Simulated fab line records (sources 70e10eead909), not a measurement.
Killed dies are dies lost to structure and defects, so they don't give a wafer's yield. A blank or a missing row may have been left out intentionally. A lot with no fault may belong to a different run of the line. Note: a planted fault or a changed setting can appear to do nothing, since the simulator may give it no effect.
Matching of chambers -- flow nand-harc -- NHARC_A_BLC_ALD_23 on ald-metal-03 has 4 sister chambers
The step deposits TiN, target thk 3 nm, pulse time 1 s, ald cycles 150. 18 wafers are shown with their chamber, then 9 later ones without.

## WAFERS PAIRED WITH THEIR CHAMBERS
wafer,chamber,heater-power-w (W),precursor-pulse-height-rel
L076.2,3,1166,0.994
L076.4,2,1047,0.991
L076.5,0,1208,1.035
L078.1,3,1124,0.966
L078.4,2,1052,0.974
L078.6,2,1046,1.008
L083.2,1,1173,1.010
L083.4,0,1207,1.037
L083.6,1,1183,0.994
L084.1,3,1157,1.019
L084.2,1,1172,0.954
L084.4,2,1067,1.014
L087.2,2,1060,0.990
L087.3,0,1203,1.008
L087.6,1,1237,0.969
L090.1,3,1145,1.015
L090.5,0,1218,1.001
L090.6,3,1172,0.979

SIGNATURES, as means of the wafers listed above
reading,chamber 0,chamber 1,chamber 2,chamber 3,scatter within a chamber
heater-power-w,1209.00,1191.25,1054.40,1152.80,18.4
precursor-pulse-height-rel,1.02025,0.98175,0.99540,0.99460,0.0207
Rule: distance of a wafer from a chamber = root of the sum over the readings of ((wafer's reading minus chamber's mean) / reading's scatter) squared. The wafer belongs to the nearest chamber; if the next one is less than 2 further off, it can't be placed. The scatter: the root of (the sum of the squares of (reading less its chamber's mean) over the shown wafers, divided by (wafers less chambers)).

## WAFERS WHOSE CHAMBER IS MISSING
wafer,heater-power-w (W),precursor-pulse-height-rel
L091.2,1217,1.013
L091.4,1066,0.982
L091.6,1215,0.986
L094.2,1079,0.986
L094.5,1148,1.007
L094.6,1089,0.985
L097.3,1232,0.979
L097.5,1081,1.023
L097.6,1200,0.984

## WHICH CHAMBER EACH WENT THROUGH
wafer,from the rows above,in truth
L091.2,can't be placed: 0 or 1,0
L091.4,2,2
L091.6,can't be placed: 1 or 0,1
L094.2,2,2
L094.5,can't be placed: 3 or 1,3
L094.6,can't be placed: 2 or 3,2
L097.3,can't be placed: 1 or 0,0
L097.5,2,2
L097.6,can't be placed: 1 or 0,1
Correctly placed: 3 of 9. From these rows, 6 cannot be placed; in 6 the true chamber is one of the candidates. 0 placed wrongly.
